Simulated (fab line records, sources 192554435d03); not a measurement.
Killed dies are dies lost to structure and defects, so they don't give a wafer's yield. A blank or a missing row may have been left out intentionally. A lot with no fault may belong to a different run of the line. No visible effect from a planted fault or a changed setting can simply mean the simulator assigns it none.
fab line records || flow n5Finfet
record {"lots": 4, "wafers": 12, "lastDay": 17}
route steps=1938 shown BEOL_M10@1530 BEOL_M11@1536 PASSIVATION@1936
lots untouched by any fault: they come from a run of this same line in which no faults occurred
startH: the number of hours between the record's first day and the start of the first shown wafer of the lot || waitH: how many hours have passed since the lot's step before this one || " unchanged from the row above || L1.1+2: a single row standing in for several wafers || - no value, or no start given || * or withheld: withheld || < > ~ a bound
route shown NAME@n: NAME is a module with steps in the file, n the number in the route of the first one || usual: the fault-free wafers' mean and standard deviation || same: alike in all rows || chamber/n: place in a boat || sites: per-site readings || _std_site: standard deviation of those values || _edge_site: the outer-site mean with the inner-site mean subtracted || radiusMm: how far each site lies from the wafer's centre || mask NAME#n: copy n || behind: the last tool/chamber to shape the wafer || hold: what put the lot on hold/how long, in hours/how the hold closed || device: names the non-switching transistor (n, p or np) || end of line: the route-end tests of the same wafers || where a step has no rows: the recipe by itself || killed: at the first sort, the dies lost to defects and structure; wafer yield is something else || map: per-die view of a wafer (x killed, . not killed, _ where there is no die)
set.NAME: the setting the step ran with; set.NAME@STEP: the setting that earlier step ran with || model.NAME: the simulator's own value behind a step, which no gauge read
lots at some steps of the route; a table a step, a row a wafer
services: the hour from which a tool's chamber was out of use, counted from the record's first day as startH (under 0 if before that day), plus the number of hours and why
## steps
# step N5_BEOL_M10_CMP_52
# recipe {"stopOn": "SiCOH_lowk", "tOverpolishS": 7, "downForcePsi": 1, "platenRpm": 50, "clearingPlatenDownForcePsi": 1.5, "clearingPlatenRpm": 50, "postCmpClean": "cuAlkaline", "targetThkNm": 140, "clearingPlatenPadVelocityMS": 0.99484, "padVelocityMS": 0.99484}
# step N5_BEOL_M10_PRE_CLEAN_55
# recipe {"gas": "NH3", "timeS": 15, "tempC": "withheld", "rfPowerW": 300}
# step N5_BEOL_M10_DEP_56
# recipe {"material": "SiCN", "targetThkA": 150, "tempC": "withheld", "precursor": "3MS/NH3", "pressureTorr": 3, "rfW": 202, "timeS": 26.5}
# step N5_BEOL_M11_ILD_DEP_00
# recipe {"material": "SiCOH_lowk", "targetThkA": 3085.1, "tempC": 300, "precursor": "DEMS/porogen", "pressureTorr": 5, "rfW": 500, "timeS": 58}
# step N5_BEOL_M11_CURE_71
# recipe {"tempC": 385, "timeS": 240, "ambient": "He/Ar", "material": "SiCOH_lowk"}
# step N5_BEOL_M11_PECVD_70
# recipe {"material": "SiO2", "targetThkA": 200, "tempC": 400, "precursor": "TEOS/O2", "pressureTorr": 5.5, "rfW": 450, "teosFlowSccm": 53.8, "gas": "O2", "flowSccm": 3000, "timeS": 22.7}
# step N5_BEOL_M11_HM_DEP_02
# recipe {"material": "TiN", "targetThkA": 200, "tempC": 25, "chamberPressurePa": 0.49996}
# step N5_BEOL_M11_COAT_59
# recipe {"resist": "SOC", "tempC": 250, "timeS": 60, "spinRpm": 1500, "resistThkNm": 100}
# step N5_BEOL_M11_COAT_60
# recipe {"resist": "SiARC", "tempC": 220, "timeS": 60, "spinRpm": 1500, "resistThkNm": 30}
# usual {"resistLineTempC": "22.99/0.089", "spinSpeedRpm": "1499.9/1.2"}
# same {"timeS": 60}
{"lot.wafer": "L507.1", "tool": "lithoTrack-05", "chamber": 0, "startH": 301.43, "waitH": "-", "resistLineTempC": 22.94, "spinSpeedRpm": 1500.1, "model.SiARC_of_BEOL_M11_COAT_60.thkNm": 30}
{"lot.wafer": "L507.2", "tool": "lithoTrack-05", "chamber": 0, "startH": 301.43, "waitH": "-", "resistLineTempC": 23.04, "spinSpeedRpm": 1499.4, "model.SiARC_of_BEOL_M11_COAT_60.thkNm": 30}
{"lot.wafer": "L507.5", "tool": "lithoTrack-05", "chamber": 0, "startH": 301.43, "waitH": "-", "resistLineTempC": 23.03, "spinSpeedRpm": 1499.7, "model.SiARC_of_BEOL_M11_COAT_60.thkNm": 30}
{"lot.wafer": "L514.2", "tool": "lithoTrack-05", "chamber": 0, "startH": 338.92, "waitH": "-", "resistLineTempC": 23.15, "spinSpeedRpm": 1444.1, "model.SiARC_of_BEOL_M11_COAT_60.thkNm": 30.6}
{"lot.wafer": "L514.5", "tool": "lithoTrack-05", "chamber": 0, "startH": 338.92, "waitH": "-", "resistLineTempC": 22.93, "spinSpeedRpm": 1443.8, "model.SiARC_of_BEOL_M11_COAT_60.thkNm": 30.6}
{"lot.wafer": "L514.6", "tool": "lithoTrack-05", "chamber": 0, "startH": 338.92, "waitH": "-", "resistLineTempC": 23.12, "spinSpeedRpm": 1444.0, "model.SiARC_of_BEOL_M11_COAT_60.thkNm": 30.6}
{"lot.wafer": "L513.3", "tool": "lithoTrack-05", "chamber": 0, "startH": 343.22, "waitH": "-", "resistLineTempC": 23.23, "spinSpeedRpm": 1444.0, "model.SiARC_of_BEOL_M11_COAT_60.thkNm": 30.6}
{"lot.wafer": "L513.4", "tool": "lithoTrack-05", "chamber": 0, "startH": 343.22, "waitH": "-", "resistLineTempC": 22.93, "spinSpeedRpm": 1442.5, "model.SiARC_of_BEOL_M11_COAT_60.thkNm": 30.6}
{"lot.wafer": "L513.6", "tool": "lithoTrack-05", "chamber": 0, "startH": 343.22, "waitH": "-", "resistLineTempC": 23.11, "spinSpeedRpm": 1443.7, "model.SiARC_of_BEOL_M11_COAT_60.thkNm": 30.6}
{"lot.wafer": "L517.2", "tool": "lithoTrack-01", "chamber": 0, "startH": 354.08, "waitH": "-", "resistLineTempC": 23.01, "spinSpeedRpm": 1499.9, "model.SiARC_of_BEOL_M11_COAT_60.thkNm": 30}
{"lot.wafer": "L517.3", "tool": "lithoTrack-01", "chamber": 0, "startH": 354.08, "waitH": "-", "resistLineTempC": 23.11, "spinSpeedRpm": 1498.6, "model.SiARC_of_BEOL_M11_COAT_60.thkNm": 30}
{"lot.wafer": "L517.6", "tool": "lithoTrack-01", "chamber": 0, "startH": 354.08, "waitH": "-", "resistLineTempC": 23.01, "spinSpeedRpm": 1498.0, "model.SiARC_of_BEOL_M11_COAT_60.thkNm": 30}
# step N5_BEOL_M11_COAT_05
# recipe {"resist": "CAR-ArF", "spinRpm": 1500, "resistThkNm": 90}
# step N5_BEOL_M11_EBR_07
# recipe {"solvent": "PGMEA", "ebrWidthMm": 1.5}
# step N5_BEOL_M11_SOFTBAKE_06
# recipe {"tempC": 110, "timeS": 60, "resist": "CAR-ArF"}
# step N5_BEOL_M11_EXPOSE_08
# recipe {"maskId": "M11", "na": 1.35, "sourceShape": "dipole", "sigmaInner": 0.411, "sigmaOuter": 0.611, "polarization": "te", "doseMj": 53.75}
# step N5_BEOL_M11_PEB_09
# recipe {"pebTempC": "withheld", "pebTimeS": 60, "resist": "CAR-ArF"}
# step N5_BEOL_M11_DEVELOP_10
# recipe {"developTimeS": 30, "developer": "TMAH", "resist": "CAR-ArF", "rinseLiquid": "diw", "dry": "airSpin", "devTempC": 23}
# step N5_BEOL_M11_DESCUM_16
# recipe {"chemistry": "O2", "timeS": 7.9, "sourcePowerW": 50, "biasPowerW": 20, "pressureMtorr": 20, "rfFrequencyHz": 2.712e+07, "tempC": 40, "resist": "CAR-ArF", "o2FlowSccm": 225}
# step N5_BEOL_M11_ETCH_61
# recipe {"chemistry": "CF4", "target": "SiARC", "targetDepthA": 390, "maskMaterial": "CAR-ArF", "timeS": 65, "ionEnergyEv": 80, "pressureMtorr": 40, "sourceW": 545, "biasW": 36, "Ar_flow_sccm": 100, "cf4FlowSccm": 100, "ends": "cleared"}
# usual {"drypumpMotorCurrentA": "5.84/0.21", "etchRfOnTimeS": "64.6/1.1", "oesProductAu": "0.68/0.079", "rfFwdPowerW": "537.7/2.2", "rfVppV": "183.9/1.5", "showerheadPlenumPTorr": "2.14/0.085", "throttleValvePct": "15.67/0.26"}
{"lot.wafer": "L507.1", "tool": "rieDiel-05", "chamber": 3, "startH": 301.93, "waitH": 0.0, "drypumpMotorCurrentA": 6.01, "etchRfOnTimeS": 66.0, "oesProductAu": 0.61, "rfFwdPowerW": 535.9, "rfHoursCounterH": 190, "rfVppV": 181.5, "showerheadPlenumPTorr": 2.05, "throttleValvePct": 15.87, "model.etch.depthNm": 30.08, "model.CAR-ArF_of_BEOL_M11_COAT_05.thkNm": 55.6}
{"lot.wafer": "L507.2", "tool": "rieDiel-05", "chamber": 0, "startH": 301.93, "waitH": 0.0, "drypumpMotorCurrentA": 5.81, "etchRfOnTimeS": 62.9, "oesProductAu": 0.80, "rfFwdPowerW": 534.4, "rfHoursCounterH": 11, "rfVppV": 183.8, "showerheadPlenumPTorr": 2.10, "throttleValvePct": 15.63, "model.etch.depthNm": 30.08, "model.CAR-ArF_of_BEOL_M11_COAT_05.thkNm": 55.8}
{"lot.wafer": "L507.5", "tool": "rieDiel-05", "chamber": 1, "startH": 301.93, "waitH": 0.0, "drypumpMotorCurrentA": 5.67, "etchRfOnTimeS": 64.3, "oesProductAu": 0.80, "rfFwdPowerW": 533.0, "rfHoursCounterH": "-", "rfVppV": 184.5, "showerheadPlenumPTorr": 2.11, "throttleValvePct": 15.29, "model.etch.depthNm": 30.07, "model.CAR-ArF_of_BEOL_M11_COAT_05.thkNm": 55.4}
{"lot.wafer": "L514.2", "tool": "rieDiel-05", "chamber": 2, "startH": 340.22, "waitH": 0.0, "drypumpMotorCurrentA": 5.81, "etchRfOnTimeS": 64.6, "oesProductAu": 0.70, "rfFwdPowerW": 539.8, "rfHoursCounterH": 105, "rfVppV": 184.8, "showerheadPlenumPTorr": 2.25, "throttleValvePct": 15.76, "model.etch.depthNm": 30.69, "model.CAR-ArF_of_BEOL_M11_COAT_05.thkNm": 55.2}
{"lot.wafer": "L514.5", "tool": "rieDiel-05", "chamber": 3, "startH": 340.22, "waitH": 0.0, "drypumpMotorCurrentA": 6.01, "etchRfOnTimeS": 67.0, "oesProductAu": 0.61, "rfFwdPowerW": 535.6, "rfHoursCounterH": "-", "rfVppV": 183.2, "showerheadPlenumPTorr": 2.04, "throttleValvePct": 15.91, "model.etch.depthNm": 30.69, "model.CAR-ArF_of_BEOL_M11_COAT_05.thkNm": 55}
{"lot.wafer": "L514.6", "tool": "rieDiel-05", "chamber": 0, "startH": 340.22, "waitH": 0.0, "drypumpMotorCurrentA": 5.82, "etchRfOnTimeS": 65.3, "oesProductAu": 0.77, "rfFwdPowerW": 534.2, "rfHoursCounterH": "-", "rfVppV": 183.2, "showerheadPlenumPTorr": 2.10, "throttleValvePct": 15.64, "model.etch.depthNm": 30.61, "model.CAR-ArF_of_BEOL_M11_COAT_05.thkNm": 55.6}
{"lot.wafer": "L513.3", "tool": "rieDiel-03", "chamber": 0, "startH": 343.58, "waitH": 0.0, "drypumpMotorCurrentA": 6.28, "etchRfOnTimeS": 65.8, "oesProductAu": 0.59, "rfFwdPowerW": 536.5, "rfHoursCounterH": 233, "rfVppV": 182.5, "showerheadPlenumPTorr": 2.11, "throttleValvePct": 15.96, "model.etch.depthNm": 30.57, "model.CAR-ArF_of_BEOL_M11_COAT_05.thkNm": 55}
{"lot.wafer": "L513.4", "tool": "rieDiel-03", "chamber": 2, "startH": 343.58, "waitH": 0.0, "drypumpMotorCurrentA": 5.73, "etchRfOnTimeS": 66.4, "oesProductAu": 0.62, "rfFwdPowerW": 540.5, "rfHoursCounterH": 205, "rfVppV": 183.9, "showerheadPlenumPTorr": 2.20, "throttleValvePct": 15.83, "model.etch.depthNm": 30.59, "model.CAR-ArF_of_BEOL_M11_COAT_05.thkNm": 54.8}
{"lot.wafer": "L513.6", "tool": "rieDiel-03", "chamber": 0, "startH": 343.58, "waitH": 0.0, "drypumpMotorCurrentA": 6.26, "etchRfOnTimeS": 65.3, "oesProductAu": 0.59, "rfFwdPowerW": 536.8, "rfHoursCounterH": "-", "rfVppV": 183.6, "showerheadPlenumPTorr": 2.11, "throttleValvePct": 15.95, "model.etch.depthNm": 30.5, "model.CAR-ArF_of_BEOL_M11_COAT_05.thkNm": 55}
{"lot.wafer": "L517.2", "tool": "rieDiel-05", "chamber": 0, "startH": 354.44, "waitH": 0.0, "drypumpMotorCurrentA": 5.81, "etchRfOnTimeS": 63.5, "oesProductAu": 0.77, "rfFwdPowerW": 537.2, "rfHoursCounterH": 22, "rfVppV": 182.5, "showerheadPlenumPTorr": 2.10, "throttleValvePct": 15.63, "model.etch.depthNm": 29.9, "model.CAR-ArF_of_BEOL_M11_COAT_05.thkNm": 55.8}
{"lot.wafer": "L517.3", "tool": "rieDiel-05", "chamber": 2, "startH": 354.44, "waitH": 0.0, "drypumpMotorCurrentA": 5.82, "etchRfOnTimeS": 63.8, "oesProductAu": 0.70, "rfFwdPowerW": 538.6, "rfHoursCounterH": 111, "rfVppV": 186.9, "showerheadPlenumPTorr": 2.25, "throttleValvePct": 15.78, "model.etch.depthNm": 30.06, "model.CAR-ArF_of_BEOL_M11_COAT_05.thkNm": 55.6}
{"lot.wafer": "L517.6", "tool": "rieDiel-05", "chamber": 1, "startH": 354.44, "waitH": 0.0, "drypumpMotorCurrentA": 5.68, "etchRfOnTimeS": 64.1, "oesProductAu": 0.76, "rfFwdPowerW": 535.0, "rfHoursCounterH": "-", "rfVppV": 184.4, "showerheadPlenumPTorr": 2.11, "throttleValvePct": 15.32, "model.etch.depthNm": 29.91, "model.CAR-ArF_of_BEOL_M11_COAT_05.thkNm": 55.8}
# step N5_BEOL_M11_ETCH_62
# recipe {"chemistry": "N2/H2", "target": "SOC", "targetDepthA": 1100, "overetchA": 220, "maskMaterial": "SiARC", "tempC": 40, "timeS": 165, "ionEnergyEv": 200, "pressureMtorr": 30, "sourceW": 840, "biasW": 150, "n2FlowSccm": 200, "h2FlowSccm": 200}
# usual {"drypumpMotorCurrentA": "5.85/0.22", "oesProductAu": "0.67/0.074", "rfFwdPowerW": "837.3/2.5", "rfVppV": "524/3.1", "showerheadPlenumPTorr": "2.54/0.11", "tempC": "40.00/0.12", "throttleValvePct": "17.89/0.25"}
# same {"timeS": 165}
{"lot.wafer": "L507.1", "tool": "rieDiel-05", "chamber": 3, "startH": 301.98, "waitH": 0.0, "drypumpMotorCurrentA": 6.01, "oesProductAu": 0.61, "rfFwdPowerW": 836.8, "rfHoursCounterH": 190, "rfVppV": 521, "showerheadPlenumPTorr": 2.42, "tempC": 39.94, "throttleValvePct": 17.95, "model.SiARC_of_BEOL_M11_COAT_60.thkNm": 23.6}
{"lot.wafer": "L507.2", "tool": "rieDiel-05", "chamber": 0, "startH": 301.98, "waitH": 0.0, "drypumpMotorCurrentA": 5.81, "oesProductAu": 0.79, "rfFwdPowerW": 835.5, "rfHoursCounterH": 11, "rfVppV": 523, "showerheadPlenumPTorr": 2.49, "tempC": 39.98, "throttleValvePct": 17.88, "model.SiARC_of_BEOL_M11_COAT_60.thkNm": 23.4}
{"lot.wafer": "L507.5", "tool": "rieDiel-05", "chamber": 1, "startH": 301.98, "waitH": 0.0, "drypumpMotorCurrentA": 5.68, "oesProductAu": 0.77, "rfFwdPowerW": 834.3, "rfHoursCounterH": "-", "rfVppV": 523, "showerheadPlenumPTorr": 2.49, "tempC": 40.10, "throttleValvePct": 17.57, "model.SiARC_of_BEOL_M11_COAT_60.thkNm": 23.6}
{"lot.wafer": "L514.2", "tool": "rieDiel-05", "chamber": 2, "startH": 340.27, "waitH": 0.0, "drypumpMotorCurrentA": 5.81, "oesProductAu": 0.68, "rfFwdPowerW": 838.1, "rfHoursCounterH": 105, "rfVppV": 527, "showerheadPlenumPTorr": 2.68, "tempC": 39.94, "throttleValvePct": 18.07, "model.SiARC_of_BEOL_M11_COAT_60.thkNm": 24.2}
{"lot.wafer": "L514.5", "tool": "rieDiel-05", "chamber": 3, "startH": 340.27, "waitH": 0.0, "drypumpMotorCurrentA": 5.99, "oesProductAu": 0.61, "rfFwdPowerW": 838.2, "rfHoursCounterH": "-", "rfVppV": 520, "showerheadPlenumPTorr": 2.41, "tempC": 39.93, "throttleValvePct": 17.96, "model.SiARC_of_BEOL_M11_COAT_60.thkNm": 24.4}
{"lot.wafer": "L514.6", "tool": "rieDiel-05", "chamber": 0, "startH": 340.27, "waitH": 0.0, "drypumpMotorCurrentA": 5.80, "oesProductAu": 0.75, "rfFwdPowerW": 837.3, "rfHoursCounterH": "-", "rfVppV": 522, "showerheadPlenumPTorr": 2.49, "tempC": 40.00, "throttleValvePct": 17.89, "model.SiARC_of_BEOL_M11_COAT_60.thkNm": 24}
{"lot.wafer": "L513.3", "tool": "rieDiel-03", "chamber": 0, "startH": 343.63, "waitH": 0.0, "drypumpMotorCurrentA": 6.27, "oesProductAu": 0.58, "rfFwdPowerW": 836.3, "rfHoursCounterH": 233, "rfVppV": 524, "showerheadPlenumPTorr": 2.51, "tempC": 40.08, "throttleValvePct": 18.22, "model.SiARC_of_BEOL_M11_COAT_60.thkNm": 23.8}
{"lot.wafer": "L513.4", "tool": "rieDiel-03", "chamber": 2, "startH": 343.63, "waitH": 0.0, "drypumpMotorCurrentA": 5.72, "oesProductAu": 0.61, "rfFwdPowerW": 837.2, "rfHoursCounterH": 205, "rfVppV": 527, "showerheadPlenumPTorr": 2.61, "tempC": 39.97, "throttleValvePct": 17.96, "model.SiARC_of_BEOL_M11_COAT_60.thkNm": 24}
{"lot.wafer": "L513.6", "tool": "rieDiel-03", "chamber": 0, "startH": 343.63, "waitH": 0.0, "drypumpMotorCurrentA": 6.28, "oesProductAu": 0.58, "rfFwdPowerW": 835.5, "rfHoursCounterH": "-", "rfVppV": 521, "showerheadPlenumPTorr": 2.51, "tempC": 39.90, "throttleValvePct": 18.23, "model.SiARC_of_BEOL_M11_COAT_60.thkNm": 23.8}
{"lot.wafer": "L517.2", "tool": "rieDiel-05", "chamber": 0, "startH": 354.49, "waitH": 0.0, "drypumpMotorCurrentA": 5.80, "oesProductAu": 0.75, "rfFwdPowerW": 836.2, "rfHoursCounterH": 22, "rfVppV": 523, "showerheadPlenumPTorr": 2.49, "tempC": 39.83, "throttleValvePct": 17.88, "model.SiARC_of_BEOL_M11_COAT_60.thkNm": 23.4}
{"lot.wafer": "L517.3", "tool": "rieDiel-05", "chamber": 2, "startH": 354.49, "waitH": 0.0, "drypumpMotorCurrentA": 5.80, "oesProductAu": 0.68, "rfFwdPowerW": 837.4, "rfHoursCounterH": 111, "rfVppV": 528, "showerheadPlenumPTorr": 2.68, "tempC": 40.03, "throttleValvePct": 18.07, "model.SiARC_of_BEOL_M11_COAT_60.thkNm": 23.6}
{"lot.wafer": "L517.6", "tool": "rieDiel-05", "chamber": 1, "startH": 354.49, "waitH": 0.0, "drypumpMotorCurrentA": 5.66, "oesProductAu": 0.75, "rfFwdPowerW": 832.8, "rfHoursCounterH": "-", "rfVppV": 522, "showerheadPlenumPTorr": 2.49, "tempC": 39.87, "throttleValvePct": 17.60, "model.SiARC_of_BEOL_M11_COAT_60.thkNm": 23.4}
# step N5_BEOL_M11_STRIP_68
# recipe {"chemistry": "N2/H2", "tempC": 40, "n2FlowSccm": 200, "h2FlowSccm": 200, "rfFrequencyHz": 6e+07}
# step N5_PASSIVATION_PROBE_49
# usual {"defectLimitedYield": "91.0/1.5", "killed_at_M0_to_M3": "34/11", "killed_at_M4_up": "14/5.3", "killedAtContacts": "13/7", "killedAtFrontEnd": "41/13", "killedAtOther": "4/3.1", "killedDies": "106/17", "killedOpen": "70/12", "killedShort": "35/8", "sort_bin_5_function": "5.2/0.98", "sort_bin_6_memory": "3.4/0.69", "sortNPass": "1074/17", "sortYieldPct": "91.0/1.5"}
# same {"grossDies": 1180, "killedAtBackSide": 0, "sort_bin_4_leakage[%]": 0, "sort_bin_8_speed[%]": 0}
{"lot.wafer": "L514.5", "tool": "prober-02", "chamber": "-", "startH": 381.17, "waitH": 0.2, "defectLimitedYield[%]": 91.6, "killed_at_M0_to_M3": 22, "killed_at_M4_up": 9, "killedAtContacts": 21, "killedAtFrontEnd": 44, "killedAtOther": 3, "killedDies": 99, "killedOpen": 65, "killedShort": 34, "sort_bin_5_function[%]": 4.6, "sort_bin_6_memory[%]": 3.5, "sortNPass": 1081, "sortYieldPct[%]": 91.6}
# killed by level:class
L514.5 MOL_CONTACT_COAG:geometricParticle:open=15 FIN_SAQP:geometricParticle:open=12 STI_FIN_REVEAL:geometricParticle:open=12 BEOL_M0_SAQP:geometricParticle:short=7 BEOL_M4:geometricParticle:open=6 MOL_CONTACT_COAG:geometricParticle:short=6 BEOL_M1:geometricParticle:open=5 STARTING-WAFER:geometricParticle:short=5
## services
{"tool": "rieDiel-05", "chamber": 1, "startH": 290.76, "hours": 9.6, "kind": "repair"}
{"tool": "lithoTrack-01", "chamber": "-", "startH": 311.30, "hours": "-", "kind": "consumableReplace:filter"}
{"tool": "rieDiel-03", "chamber": 1, "startH": 318.53, "hours": 5.0, "kind": "repair"}
{"tool": "rieDiel-05", "chamber": 0, "startH": 345.20, "hours": 7.0, "kind": "repair"}
## key
firstSign {"step": "N5_BEOL_M11_COAT_60", "reading": "spinSpeedRpm", "direction": "down", "sigmas": 49, "usual": "*", "struck": "*"}
effect none on later readings
modelEffect {"step": "N5_BEOL_M11_COAT_60", "value": "SiARC_of_BEOL_M11_COAT_60.thkNm", "without": 30.07, "struck": 30.6}
modelEffect {"step": "N5_BEOL_M11_ETCH_61", "value": "etch.depthNm", "without": 30.03, "struck": 30.61}
modelEffect {"step": "N5_BEOL_M11_ETCH_62", "value": "SiARC_of_BEOL_M11_COAT_60.thkNm", "without": 23.43, "struck": 24.03}
metAt N5_BEOL_M11_COAT_60
struckWafers L513.3,L513.4,L513.6,L514.2,L514.5,L514.6
onsetBetween 301.43 338.92
fault {"kind": "processParameterDrift", "tool": "lithoTrack-05", "chamber": "-", "onsetH": 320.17, "steps": "N5_BEOL_M11_COAT_60", "channel": "spinRpm", "offset": "*", "shape": "step", "endH": 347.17, "actsIn": "*", "stated": "*"}
